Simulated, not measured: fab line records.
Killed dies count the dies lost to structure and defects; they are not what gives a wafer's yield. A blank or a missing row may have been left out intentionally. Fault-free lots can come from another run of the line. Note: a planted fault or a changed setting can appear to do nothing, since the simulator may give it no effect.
Split-lot trial | flow n5Finfet | 7 lots, 21 wafers read, on a route of 1938 steps

THE SPLIT ITSELF
At N5_BEOL_M3_COAT_76 (time 60 s, resist thk 5 nm), the setting spinRpm was moved away from the recipe's 1500 rpm on 6 of the 21 wafers read, by -7.4% to +11.3%. All remaining wafers had this setting at the recipe value.

FROM THE SPLIT TO THE READING: what the file shows between them, 3 steps
- N5_BEOL_M3_COAT_22: resist thk 30 nm
- N5_BEOL_M3_EBR_24
- N5_BEOL_M3_DESCUM_33: chemistry O2, time 7 s

THE READING
etch.depthNm (the simulator's own value, which no gauge read), in nm, at N5_BEOL_M3_ETCH_77 (etches underlayer in N2/H2, target depth 6.5 nm, time 5.2 s). There is no usual value for it anywhere in the file. Here, 15 wafers ran the recipe; their average is 4.995 nm with a standard deviation of 0.02 nm.

wafer  | tool, chamber at the split | spinRpm as run, rpm | against the recipe | etch.depthNm, nm | against lot-mates on the recipe
L077.1 | lithoTrack-05, 0           | 1500                | recipe             | 5.019            | -
L077.2 | lithoTrack-05, 0           | 1500                | recipe             | 5.02             | -
L077.4 | lithoTrack-05, 0           | 1500                | recipe             | 5.022            | -
L078.2 | lithoTrack-05, 0           | 1571                | +4.7%              | 4.864            | -0.111
L078.4 | lithoTrack-05, 0           | 1571                | +4.7%              | 4.871            | -0.104
L078.5 | lithoTrack-05, 0           | 1500                | recipe             | 4.975            | -
L080.1 | lithoTrack-05, 0           | 1500                | recipe             | 5.027            | -
L080.2 | lithoTrack-05, 0           | 1500                | recipe             | 5.015            | -
L080.5 | lithoTrack-05, 0           | 1584                | +5.6%              | 4.878            | -0.143
L096.3 | lithoTrack-03, 0           | 1500                | recipe             | 4.986            | -
L096.4 | lithoTrack-03, 0           | 1570                | +4.7%              | 4.864            | -0.129
L096.6 | lithoTrack-03, 0           | 1500                | recipe             | 5                | -
L090.2 | lithoTrack-05, 0           | 1500                | recipe             | 4.979            | -
L090.3 | lithoTrack-05, 0           | 1500                | recipe             | 4.98             | -
L090.5 | lithoTrack-05, 0           | 1669                | +11.3%             | 4.727            | -0.252
L092.3 | lithoTrack-03, 0           | 1500                | recipe             | 4.968            | -
L092.4 | lithoTrack-03, 0           | 1500                | recipe             | 4.977            | -
L092.6 | lithoTrack-03, 0           | 1500                | recipe             | 4.974            | -
L097.1 | lithoTrack-01, 0           | 1500                | recipe             | 5.005            | -
L097.2 | lithoTrack-01, 0           | 1500                | recipe             | 4.985            | -
L097.5 | lithoTrack-01, 0           | 1389                | -7.4%              | 5.186            | +0.191

FIT RESULTS
A straight line over all 21 wafers: etch.depthNm changes by -0.0247 nm for each +1% of spinRpm; r = -0.98; the points scatter about the line by 0.019 nm.
The same after taking each lot's own level away (the mean of its wafers on the recipe; 21 wafers): -0.024 nm for each +1%; r = -1.00; scatter 0.0085 nm.
The reading moves by 0.27 nm for the largest change in spinRpm, on that fit.
From 4.9730 to 5.0210 nm: that is the span of the lots' own levels, equal to 2.4 times the standard deviation above.
Consequently the slope shifts little with the lot-to-lot level, the two slopes agreeing.
Check: with one of the wafers moved furthest among these (+11.3%) left out of the fit, the line predicts -0.283 nm for it against its lot-mates. Against them it came out at -0.252 nm.

THE OTHER SPLITS THESE WAFERS WENT THROUGH
Before the reading, these wafers also passed through other splits. Each is held against what the fit with the lots' levels taken away leaves over:
other split on the same wafers  | wafers away from the commonest value | r with etch.depthNm (lot level and that fit taken away)
N5_BEOL_M1_PECVD_72 timeS       | 7                                    | -0.22
N5_BEOL_M1_HM_DEP_02 targetThkA | 7                                    | +0.06
N5_BEOL_M2_DESCUM_16 timeS      | 6                                    | -0.35
N5_BEOL_M2_COAT_68 spinRpm      | 7                                    | -0.07

THE FILE'S OWN FIT
etch.depthNm changes by -0.024 nm for each +1% of spinRpm, r = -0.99.
